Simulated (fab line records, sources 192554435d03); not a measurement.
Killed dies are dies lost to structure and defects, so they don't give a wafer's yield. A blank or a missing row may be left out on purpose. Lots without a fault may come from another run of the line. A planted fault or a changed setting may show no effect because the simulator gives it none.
fab line records | flow n5_finfet
record lots=24 wafers=72 last_day=18
route steps=1938 shown BEOL_M6@1228 BEOL_M7@1263
lots that met no fault: from a run of the same line without faults
start_h: hours from the record's first day to the start of the lot's first wafer shown | wait_h: hours since the lot's step before | " the same as in the row above | L1.1+2: a row that stands for several wafers | - no value, or no start given | * or withheld: withheld | < > ~ a bound
route shown NAME@n: a module of which the file shows steps, and the number in the route of the first | usual: mean/standard deviation of fault-free wafers | same: alike in all rows | chamber/n: place in a boat | sites: the reading at each site | _std_site: their standard deviation | _edge_site: outer sites' mean less inner sites' | radius_mm: how far each site lies from the wafer's centre | mask NAME#n: copy n | behind: the tool/chamber that last shaped the wafer | hold: why the lot was held/for how many hours/how that ended | device: the transistor (n, p or np) that didn't switch | end of line: the same wafers' tests at the end of the route | a step without rows: its recipe alone | killed: dies lost to structure and defects at the first sort, not the wafer's yield | map: a wafer's dies, x killed, . not, _ none there
set.NAME: the setting as run; set.NAME@STEP: as run at that earlier step | model.NAME: the simulator's own value behind a step, which no gauge read
steps of the route over a sample of lots; a table a step, a row a wafer
services: from which hour (start_h, from the record's first day; less than 0 if before it) a tool's chamber was out of use, for how many hours, and why
## steps
# step N5_BEOL_M6_OVL_MEAS_29
# recipe points_per_wafer=522
# usual V5_OVL=-0.3/0.69
# same points_per_wafer=522
# columns lot.wafer tool chamber start_h wait_h V5_OVL[nm]
L075.2 overlay-02 0 202.01 0.0 -0.6
L075.3 " 0 " " 0.3
L075.5 " 0 " " -0.6
L074.2 overlay-01 0 204.73 0.0 0.2
L074.5 " 0 " " 0.2
L074.6 " 0 " " 0.5
L076.1 overlay-01 0 216.75 0.0 0.0
L076.2 " 0 " " -0.4
L076.5 " 0 " " 0.3
L077.1 overlay-01 0 219.95 0.0 -1.3
L077.2 " 0 " " -1.0
L077.5 " 0 " " -0.4
L078.1 overlay-01 0 223.31 0.0 1.1
L078.4 " 0 " " 0.6
L078.6 " 0 " " 0.5
L081.2 overlay-02 0 232.96 0.0 0.1
L081.5 " 0 " " 0.2
L081.6 " 0 " " -1.0
L082.1 overlay-01 0 245.19 0.0 -0.1
L082.5 " 0 " " -0.6
L082.6 " 0 " " 0.6
L080.1 overlay-02 0 251.71 0.0 -0.1
L080.3 " 0 " " -0.7
L080.4 " 0 " " -0.2
L079.2 overlay-01 0 251.77 0.0 -2.1
L079.3 " 0 " " -2.6
L079.4 " 0 " " -1.7
L084.1 overlay-02 0 255.71 0.0 -0.4
L084.3 " 0 " " -0.5
L084.6 " 0 " " -0.7
L083.1 overlay-02 0 259.54 0.0 -0.4
L083.3 " 0 " " 0.1
L083.4 " 0 " " 0.4
L085.1 overlay-02 0 266.28 0.0 -0.8
L085.3 " 0 " " 0.2
L085.6 " 0 " " -1.1
L086.3 overlay-01 0 266.34 0.0 0.1
L086.4 " 0 " " -0.7
L086.5 " 0 " " -1.0
L087.1 overlay-01 0 282.97 0.0 -0.2
L087.4 " 0 " " -0.1
L087.5 " 0 " " -0.6
L090.2 overlay-01 0 283.08 0.0 -0.6
L090.4 " 0 " " -0.3
L090.6 " 0 " " -0.7
L088.1 overlay-02 0 289.41 0.0 1.2
L088.3 " 0 " " 0.4
L088.6 " 0 " " 0.5
L089.1 overlay-01 0 294.79 0.0 0.3
L089.3 " 0 " " 1.2
L089.5 " 0 " " 1.8
L092.4 overlay-02 0 299.83 0.0 -1.3
L092.5 " 0 " " -0.7
L092.6 " 0 " " -0.3
L091.1 overlay-02 0 299.98 0.0 0.3
L091.5 " 0 " " 0.0
L091.6 " 0 " " -0.1
L093.2 overlay-02 0 303.18 0.0 -0.1
L093.4 " 0 " " -0.7
L093.5 " 0 " " -0.1
L094.2 overlay-02 0 318.79 0.0 -1.5
L094.4 " 0 " " -0.6
L094.6 " 0 " " -0.1
L095.1 overlay-01 0 330.75 0.0 -0.7
L095.4 " 0 " " -0.9
L095.5 " 0 " " 0.2
L097.4 overlay-02 0 333.64 0.0 -0.1
L097.5 " 0 " " 0.9
L097.6 " 0 " " 0.0
L096.2 overlay-02 0 337.18 0.0 -0.4
L096.4 " 0 " " -0.4
L096.6 " 0 " " -1.9
# step N5_BEOL_M6_DEGAS_44
# recipe ambient=vacuum temp_c=250 time_s=60
# usual heater_power_w=330/35
# same time_s=60
# columns lot.wafer tool chamber start_h wait_h heater_power_w
L075.2 pvd_sputter-02 - 203.13 0.3 304
L075.3 " - " " 340
L075.5 " - " " 299
L074.2 pvd_sputter-02 - 205.79 0.3 348
L074.5 " - " " 346
L074.6 " - " " 295
L076.1 pvd_sputter-02 - 220.78 3.0 296
L076.2 " - " " 347
L076.5 " - " " 341
L077.1 pvd_sputter-03 - 221.50 0.5 306
L077.2 " - " " 313
L077.5 " - " " 299
L078.1 pvd_sputter-03 - 224.72 0.6 310
L078.4 " - " " 306
L078.6 " - " " 314
L081.2 pvd_sputter-02 - 234.44 0.2 329
L081.5 " - " " 340
L081.6 " - " " 305
L082.1 pvd_sputter-01 - 249.60 3.7 344
L082.5 " - " " 424
L082.6 " - " " 346
L080.1 pvd_sputter-03 - 253.01 0.5 298
L080.3 " - " " 357
L080.4 " - " " 308
L079.2 pvd_sputter-03 - 253.09 0.3 300
L079.3 " - " " 317
L079.4 " - " " 297
L084.1 pvd_sputter-03 - 257.13 0.6 298
L084.3 " - " " 317
L084.6 " - " " 300
L083.1 pvd_sputter-02 - 260.71 0.3 276
L083.3 " - " " 300
L083.4 " - " " 341
L086.3 pvd_sputter-01 - 267.61 0.2 346
L086.4 " - " " 336
L086.5 " - " " 346
L085.1 pvd_sputter-01 - 267.69 0.6 347
L085.3 " - " " 337
L085.6 " - " " 338
L090.2 pvd_sputter-01 - 284.79 0.6 333
L090.4 " - " " 419
L090.6 " - " " 333
L087.1 pvd_sputter-01 - 284.87 0.7 354
L087.4 " - " " 335
L087.5 " - " " 416
L088.1 pvd_sputter-02 - 290.88 0.7 298
L088.3 " - " " 288
L088.6 " - " " 290
L089.1 pvd_sputter-01 - 296.33 0.8 340
L089.3 " - " " 338
L089.5 " - " " 339
L092.4 pvd_sputter-03 - 301.54 0.3 293
L092.5 " - " " 297
L092.6 " - " " 294
L091.1 pvd_sputter-02 - 302.06 0.7 291
L091.5 " - " " 331
L091.6 " - " " 298
L093.2 pvd_sputter-03 - 306.20 1.1 295
L093.4 " - " " 362
L093.5 " - " " 296
L094.2 pvd_sputter-01 - 320.49 0.5 336
L094.4 " - " " 322
L094.6 " - " " 318
L095.1 pvd_sputter-03 - 332.22 0.5 353
L095.4 " - " " 297
L095.5 " - " " 304
L097.4 pvd_sputter-03 - 335.42 0.2 357
L097.5 " - " " 318
L097.6 " - " " 342
L096.2 pvd_sputter-01 - 340.26 0.7 346
L096.4 " - " " 348
L096.6 " - " " 341
# step N5_BEOL_M6_ALD_77
# recipe material=TaN target_thk_a=20 temp_c=275 ald_precursor_family=PDMAT ald_co_reactant=NH3 pressure_torr=3 carrier_flow_sccm=1500 pulse_time_s=2 purge_time_s=3 co_reactant_purge_time_s=2 co_reactant_pulse_time_s=3 ald_cycles=40 precursor_vessel_temp_c=75 precursor_vessel_pressure_torr=26.25 precursor_vessel_carrier_sccm=1000
# usual heater_power_w=424/45 precursor_vessel_temp_c=75.00/0.11
# same co_reactant_pulse_time_s=3
# columns lot.wafer tool chamber start_h wait_h heater_power_w precursor_vessel_temp_c
L075.2 ald_metal-03 2 203.24 0.0 458 75.03
L075.3 " 3 " " 424 75.11
L075.5 " 3 " " 414 75.01
L074.2 ald_metal-01 1 205.90 0.0 379 74.92
L074.5 " 2 " " 465 75.24
L074.6 " 3 " " 438 74.94
L076.1 ald_metal-02 1 220.88 0.0 435 75.09
L076.2 " 2 " " 480 75.07
L076.5 " 0 " " 355 74.94
L077.1 ald_metal-01 3 221.62 0.1 441 74.89
L077.2 " 2 " " 478 75.05
L077.5 " 2 " " 463 74.91
L078.1 ald_metal-03 3 224.82 0.0 423 75.23
L078.4 " 0 " " 473 74.94
L078.6 " 2 " " 469 75.04
L081.2 ald_metal-03 1 234.62 0.1 370 75.11
L081.5 " 3 " " 419 74.95
L081.6 " 2 " " 457 75.08
L082.1 ald_metal-01 2 249.70 0.0 476 75.10
L082.5 " 0 " " 378 75.09
L082.6 " 1 " " 387 75.04
L080.1 ald_metal-03 0 253.11 0.0 474 74.85
L080.3 " 1 " " 371 75.01
L080.4 " 2 " " 464 74.99
L079.2 ald_metal-01 1 253.19 0.0 382 74.87
L079.3 " 3 " " 430 74.90
L079.4 " 2 " " 471 75.25
L084.1 ald_metal-03 2 257.25 0.1 453 74.77
L084.3 " 0 " " 476 75.13
L084.6 " 3 " " 422 75.16
L083.1 ald_metal-02 0 260.81 0.0 355 75.00
L083.3 " 2 " " 481 75.02
L083.4 " 1 " " 424 75.05
L086.3 ald_metal-03 3 267.71 0.0 421 75.13
L086.4 " 0 " " 480 74.99
L086.5 " 0 " " 483 75.00
L085.1 ald_metal-01 2 267.79 0.0 475 75.05
L085.3 " 3 " " 435 74.96
L085.6 " 2 " " 465 74.91
L090.2 ald_metal-01 0 284.91 0.1 380 74.98
L090.4 " 1 " " 387 75.16
L090.6 " 0 " " 373 75.04
L087.1 ald_metal-02 2 285.05 0.1 480 75.11
L087.4 " 0 " " 353 74.97
L087.5 " 2 " " 483 75.11
L088.1 ald_metal-01 2 291.21 0.3 471 75.17
L088.3 " 0 " " 384 74.93
L088.6 " 1 " " 383 74.96
L089.1 ald_metal-02 1 296.48 0.1 418 75.11
L089.3 " 0 " " 358 74.94
L089.5 " 0 " " 371 74.97
L092.4 ald_metal-01 3 301.64 0.0 438 75.01
L092.5 " 0 " " 372 74.99
L092.6 " 1 " " 398 75.06
L091.1 ald_metal-01 2 302.16 0.0 478 74.96
L091.5 " 0 " " 370 74.93
L091.6 " 3 " " 441 74.94
L093.2 ald_metal-03 0 306.30 0.0 491 74.95
L093.4 " 2 " " 451 75.04
L093.5 " 3 " " 421 75.05
L094.2 ald_metal-02 1 320.77 0.2 433 75.11
L094.4 " 1 " " 432 75.07
L094.6 " 2 " " 479 74.93
L095.1 ald_metal-02 0 332.39 0.1 355 74.83
L095.4 " 2 " " 480 74.95
L095.5 " 1 " " 412 75.02
L097.4 ald_metal-02 0 335.67 0.2 359 74.95
L097.5 " 2 " " 475 75.03
L097.6 " 0 " " 352 75.13
L096.2 ald_metal-02 0 340.36 0.0 356 74.74
L096.4 " 0 " " 361 74.74
L096.6 " 2 " " 481 74.81
# step N5_BEOL_M6_ANNEAL_51
# recipe temp_c=225 time_s=90 ambient=N2
# usual wafer_temp_C_max=226.2/0.32
# same time_s=90
# columns lot.wafer tool chamber start_h wait_h wafer_temp_C_max
L075.2 rtp_anneal-01 0 205.13 0.3 226.5
L075.3 " 0 " " 226.3
L075.5 " 0 " " 226.5
L074.2 rtp_anneal-01 0 206.97 0.2 226.5
L074.5 " 0 " " 226.6
L074.6 " 0 " " 226.2
L076.1 rtp_anneal-01 0 222.12 0.2 226.4
L076.2 " 0 " " 225.9
L076.5 " 0 " " 226.6
L077.1 rtp_anneal-02 0 222.31 0.1 226.1
L077.2 " 0 " " 226.0
L077.5 " 0 " " 226.3
L078.1 rtp_anneal-02 0 225.83 0.1 225.5
L078.4 " 0 " " 225.6
L078.6 " 0 " " 225.8
L081.2 rtp_anneal-02 0 235.93 0.3 225.9
L081.5 " 0 " " 225.8
L081.6 " 0 " " 225.9
L082.1 rtp_anneal-01 0 250.46 0.1 226.3
L082.5 " 0 " " 226.2
L082.6 " 0 " " 225.7
L080.1 rtp_anneal-02 0 253.78 0.1 225.9
L080.3 " 0 " " 226.0
L080.4 " 0 " " 225.8
L079.2 rtp_anneal-01 0 254.06 0.3 226.3
L079.3 " 0 " " 226.5
L079.4 " 0 " " 226.0
L084.1 rtp_anneal-01 0 258.30 0.1 226.3
L084.3 " 0 " " 226.7
L084.6 " 0 " " 226.4
L083.1 rtp_anneal-01 0 261.96 0.3 225.9
L083.3 " 0 " " 226.1
L083.4 " 0 " " 226.0
L086.3 rtp_anneal-02 0 268.88 0.4 225.7
L086.4 " 0 " " 225.9
L086.5 " 0 " " 225.7
L085.1 rtp_anneal-01 0 268.88 0.4 226.0
L085.3 " 0 " " 226.6
L085.6 " 0 " " 226.5
L090.2 rtp_anneal-02 0 287.18 0.1 225.9
L090.4 " 0 " " 225.6
L090.6 " 0 " " 226.0
L087.1 rtp_anneal-01 0 287.31 0.2 226.0
L087.4 " 0 " " 225.9
L087.5 " 0 " " 226.5
L088.1 rtp_anneal-01 0 293.53 0.3 226.0
L088.3 " 0 " " 226.3
L088.6 " 0 " " 225.9
L089.1 rtp_anneal-01 0 297.62 0.3 226.4
L089.3 " 0 " " 225.9
L089.5 " 0 " " 226.1
L092.4 rtp_anneal-01 0 302.67 0.3 226.1
L092.5 " 0 " " 226.6
L092.6 " 0 " " 226.3
L091.1 rtp_anneal-01 0 304.20 0.6 226.7
L091.5 " 0 " " 226.6
L091.6 " 0 " " 226.5
L093.2 rtp_anneal-01 0 307.14 0.1 225.9
L093.4 " 0 " " 226.3
L093.5 " 0 " " 226.3
L094.2 rtp_anneal-01 0 322.67 1.0 226.4
L094.4 " 0 " " 226.4
L094.6 " 0 " " 226.6
L095.1 rtp_anneal-01 0 333.50 0.3 226.3
L095.4 " 0 " " 226.4
L095.5 " 0 " " 226.6
L097.4 rtp_anneal-01 0 337.54 0.2 226.3
L097.5 " 0 " " 226.3
L097.6 " 0 " " 226.0
L096.2 rtp_anneal-02 0 342.51 0.9 225.7
L096.4 " 0 " " 225.8
L096.6 " 0 " " 225.8
# step N5_BEOL_M7_ILD_DEP_00
# recipe material=SiCOH_lowk target_thk_a=1797.5 temp_c=300 precursor=DEMS/porogen pressure_torr=5 rf_w=500 time_s=33.4
# usual heater_power_w=310/42 rf_fwd_power_W=494.8/1.8 showerhead_plenum_p_Torr=5.747/0.017 throttle_valve_pct=13.9/0.92
# same time_s=33.4
# columns lot.wafer tool chamber start_h wait_h heater_power_w rf_fwd_power_W showerhead_plenum_p_Torr throttle_valve_pct
L075.2 pecvd-04 2 205.88 0.0 307 498.4 5.734 14.3
L075.3 " 0 " " 320 495.8 5.760 14.2
L075.5 " 1 " " 329 492.9 5.730 14.2
L074.2 pecvd-01 2 207.71 0.0 368 498.1 5.745 12.4
L074.5 " 2 " " 365 497.9 5.736 12.4
L074.6 " 1 " " 263 493.9 5.751 15.3
L076.1 pecvd-03 1 222.90 0.0 293 494.5 5.774 14.1
L076.2 " 0 " " 355 492.0 5.734 13.1
L076.5 " 1 " " 310 494.5 5.770 14.1
L077.1 pecvd-01 2 223.09 0.0 306 493.6 5.759 12.3
L077.2 " 0 " " 270 494.4 5.764 15.5
L077.5 " 2 " " 313 497.1 5.752 12.5
L078.1 pecvd-01 2 226.61 0.0 325 496.9 5.752 12.5
L078.4 " 0 " " 316 497.8 5.775 15.3
L078.6 " 1 " " 250 495.3 5.743 15.1
L081.2 pecvd-03 2 236.67 0.0 293 495.1 5.747 13.0
L081.5 " 2 " " 294 494.4 5.737 12.7
L081.6 " 0 " " 378 493.8 5.723 13.5
L082.1 pecvd-03 2 251.24 0.0 243 492.5 5.746 12.5
L082.5 " 0 " " 358 494.7 5.744 13.4
L082.6 " 2 " " 241 495.7 5.739 12.8
L080.1 pecvd-03 2 254.75 0.1 253 495.5 5.730 12.7
L080.3 " 2 " " 257 495.8 5.719 12.7
L080.4 " 0 " " 377 495.2 5.739 13.8
L079.2 pecvd-03 0 254.90 0.1 341 493.7 5.745 13.3
L079.3 " 2 " " 273 493.5 5.746 12.7
L079.4 " 0 " " 356 493.2 5.740 13.0
L084.1 pecvd-01 0 259.08 0.0 315 495.2 5.754 15.6
L084.3 " 1 " " 269 493.9 5.760 15.2
L084.6 " 0 " " 326 493.9 5.763 15.5
L083.1 pecvd-01 1 262.74 0.0 235 493.4 5.743 15.2
L083.3 " 0 " " 302 495.3 5.781 15.4
L083.4 " 1 " " 231 494.0 5.755 15.1
L086.3 pecvd-03 1 269.57 0.0 345 494.9 5.778 13.9
L086.4 " 1 " " 345 496.2 5.776 14.3
L086.5 " 0 " " 335 493.2 5.743 13.2
L085.1 pecvd-04 2 269.66 0.0 361 498.0 5.725 14.2
L085.3 " 1 " " 298 493.1 5.742 14.5
L085.6 " 0 " " 255 496.4 5.753 14.3
L090.2 pecvd-03 2 287.92 0.0 267 493.4 5.727 12.8
L090.4 " 0 " " 360 493.6 5.725 13.4
L090.6 " 1 " " 286 493.4 5.791 14.3
L087.1 pecvd-04 0 288.10 0.0 302 494.4 5.743 14.3
L087.4 " 2 " " 359 495.9 5.731 14.3
L087.5 " 0 " " 316 491.8 5.758 14.4
L088.1 pecvd-04 1 294.31 0.0 297 491.2 5.741 14.4
L088.3 " 2 " " 312 496.4 5.751 14.4
L088.6 " 2 " " 325 496.0 5.744 14.2
L089.1 pecvd-01 1 298.40 0.0 215 494.7 5.758 15.2
L089.3 " 2 " " 317 493.1 5.739 12.5
L089.5 " 1 " " 228 493.1 5.772 15.2
L092.4 pecvd-03 0 303.34 0.1 377 493.6 5.738 13.1
L092.5 " 2 " " 289 494.5 5.723 13.0
L092.6 " 1 " " 318 496.0 5.772 14.4
L091.1 pecvd-03 0 304.98 0.0 350 494.6 5.734 13.6
L091.5 " 1 " " 372 498.3 5.768 14.4
L091.6 " 0 " " 358 494.1 5.718 13.7
L093.2 pecvd-04 0 307.95 0.0 319 493.4 5.749 14.2
L093.4 " 1 " " 248 493.0 5.731 14.3
L093.5 " 2 " " 291 498.0 5.749 14.5
L094.2 pecvd-03 2 323.41 0.0 296 496.6 5.733 12.9
L094.4 " 0 " " 345 492.3 5.739 13.5
L094.6 " 1 " " 313 496.1 5.777 14.3
L095.1 pecvd-03 1 335.01 0.0 337 497.2 5.753 14.3
L095.4 " 1 " " 351 492.6 5.783 14.3
L095.5 " 2 " " 285 495.9 5.737 13.0
L097.4 pecvd-01 0 338.22 0.1 325 495.5 5.764 15.6
L097.5 " 2 " " 305 496.6 5.758 12.5
L097.6 " 1 " " 233 491.7 5.744 15.2
L096.2 pecvd-04 2 343.25 0.0 374 496.3 5.741 14.6
L096.4 " 0 " " 269 496.1 5.750 14.0
L096.6 " 1 " " 309 493.2 5.729 14.0
# step N5_BEOL_M7_PECVD_70
# recipe material=SiO2 target_thk_a=200 temp_c=400 precursor=TEOS/O2 pressure_torr=5.5 rf_w=450 teos_flow_sccm=53.8 gas=O2 flow_sccm=3000 time_s=22.7
# usual heater_power_w=712/72 rf_fwd_power_W=444.5/1.7 showerhead_plenum_p_Torr=8.81/0.07 throttle_valve_pct=22.5/1.4
# same time_s=22.7
# columns lot.wafer tool chamber start_h wait_h heater_power_w rf_fwd_power_W showerhead_plenum_p_Torr throttle_valve_pct
L075.2 pecvd-01 0 206.50 0.0 698 442.6 8.87 24.6
L075.3 " 1 " " 638 442.1 8.84 24.3
L075.5 " 0 " " 677 442.7 8.86 24.9
L074.2 pecvd-04 2 208.32 0.0 813 449.1 8.77 22.9
L074.5 " 0 " " 759 444.9 8.85 23.0
L074.6 " 1 " " 745 441.0 8.73 23.3
L076.1 pecvd-04 2 223.54 0.0 776 446.4 8.79 22.9
L076.2 " 1 " " 742 440.9 8.74 23.1
L076.5 " 1 " " 748 442.0 8.73 23.1
L077.1 pecvd-01 1 223.85 0.0 594 444.8 8.87 24.4
L077.2 " 0 " " 700 445.0 8.85 24.8
L077.5 " 1 " " 591 445.0 8.86 24.6
L078.1 pecvd-01 2 227.22 0.0 764 445.8 8.83 20.1
L078.4 " 1 " " 613 446.0 8.87 24.2
L078.6 " 0 " " 660 443.9 8.86 24.8
L081.2 pecvd-03 0 237.29 0.0 746 444.0 8.77 21.5
L081.5 " 2 " " 678 445.0 8.73 20.7
L081.6 " 0 " " 742 444.1 8.79 21.7
L082.1 pecvd-03 2 251.86 0.0 653 446.6 8.77 20.7
L082.5 " 1 " " 799 447.0 8.94 22.7
L082.6 " 2 " " 643 446.4 8.77 20.8
L080.1 pecvd-03 2 255.44 0.1 623 447.4 8.74 20.4
L080.3 " 2 " " 619 447.3 8.75 20.9
L080.4 " 0 " " 798 441.2 8.77 21.2
L079.2 pecvd-03 2 255.86 0.0 598 444.1 8.72 20.5
L079.3 " 2 " " 580 446.3 8.75 21.0
L079.4 " 0 " " 830 445.7 8.78 21.5
L084.1 pecvd-04 0 260.18 0.0 624 446.2 8.84 23.0
L084.3 " 2 " " 694 446.7 8.76 22.9
L084.6 " 1 " " 677 443.1 8.73 23.0
L083.1 pecvd-01 1 265.21 0.0 629 443.0 8.86 24.3
L083.3 " 2 " " 771 443.6 8.82 20.1
L083.4 " 2 " " 754 442.5 8.82 20.3
L086.3 pecvd-04 1 270.53 0.0 622 441.6 8.72 22.9
L086.4 " 0 " " 740 444.4 8.86 22.8
L086.5 " 2 " " 819 446.1 8.78 23.1
L085.1 pecvd-03 2 271.98 0.0 657 444.9 8.73 20.7
L085.3 " 1 " " 778 444.5 8.95 23.0
L085.6 " 1 " " 765 442.7 8.94 23.1
L090.2 pecvd-03 0 288.54 0.0 762 445.1 8.79 21.5
L090.4 " 2 " " 664 443.2 8.76 21.0
L090.6 " 1 " " 701 446.6 8.96 23.3
L087.1 pecvd-04 1 288.71 0.0 692 443.2 8.70 23.4
L087.4 " 0 " " 722 443.8 8.87 22.6
L087.5 " 1 " " 694 443.0 8.72 23.0
L088.1 pecvd-04 1 295.17 0.0 694 442.7 8.73 23.5
L088.3 " 2 " " 805 445.2 8.78 23.3
L088.6 " 2 " " 829 447.4 8.79 22.8
L089.1 pecvd-01 1 299.08 0.0 640 446.0 8.89 24.5
L089.3 " 2 " " 653 443.6 8.85 20.6
L089.5 " 2 " " 671 442.3 8.84 20.3
L092.4 pecvd-03 0 304.42 0.1 807 443.0 8.77 21.8
L092.5 " 2 " " 593 444.8 8.73 20.8
L092.6 " 1 " " 837 446.5 8.95 23.0
L091.1 pecvd-04 1 305.82 0.0 705 443.0 8.76 23.4
L091.5 " 0 " " 672 446.2 8.85 23.0
L091.6 " 1 " " 702 439.8 8.74 23.2
L093.2 pecvd-03 2 308.56 0.0 637 443.7 8.76 21.0
L093.4 " 2 " " 674 444.7 8.76 20.8
L093.5 " 1 " " 824 443.7 8.98 23.1
L094.2 pecvd-01 1 324.02 0.0 674 444.9 8.84 24.6
L094.4 " 0 " " 660 445.4 8.88 25.0
L094.6 " 1 " " 534 446.2 8.87 24.5
L095.1 pecvd-04 1 336.53 0.0 746 443.4 8.71 23.3
L095.4 " 1 " " 742 443.0 8.73 23.3
L095.5 " 1 " " 734 442.5 8.75 23.1
L097.4 pecvd-03 2 338.83 0.1 637 445.8 8.73 21.0
L097.5 " 0 " " 751 444.3 8.75 21.7
L097.6 " 1 " " 684 445.9 8.96 23.2
L096.2 pecvd-01 0 343.87 0.0 684 445.1 8.85 24.8
L096.4 " 1 " " 643 443.9 8.86 24.3
L096.6 " 2 " " 773 442.9 8.85 20.2
## services
# columns tool chamber start_h hours kind
pecvd-03 - 186.52 0.8 repair
pecvd-03 2 202.38 - clean
pecvd-03 2 202.38 - consumable_replace:showerhead
pecvd-03 2 202.38 29.0 scheduled_down
pecvd-03 2 202.38 29.0 vent_cycle
ald_metal-03 2 216.14 3.1 repair
pecvd-01 0 221.01 1.7 repair
pecvd-01 - 224.83 0.8 repair
pecvd-04 - 227.99 28.1 pm
pecvd-01 - 243.92 14.6 pm
pecvd-03 1 252.32 5.5 scheduled_down
ald_metal-01 - 254.52 0.5 repair
pecvd-04 - 272.95 0.7 repair
ald_metal-03 - 282.01 8.7 pm
pecvd-01 1 289.14 3.5 repair
pvd_sputter-02 - 305.59 2.2 repair
pecvd-01 - 310.82 0.3 repair
ald_metal-03 1 323.95 7.4 repair
pvd_sputter-01 - 326.95 3.2 repair
ald_metal-02 - 330.33 1.2 repair
pecvd-04 0 331.85 8.1 repair
ald_metal-02 1 335.24 11.9 repair
ald_metal-01 - 337.25 14.0 pm
rtp_anneal-01 - 340.42 3.1 pm
## key
fault none
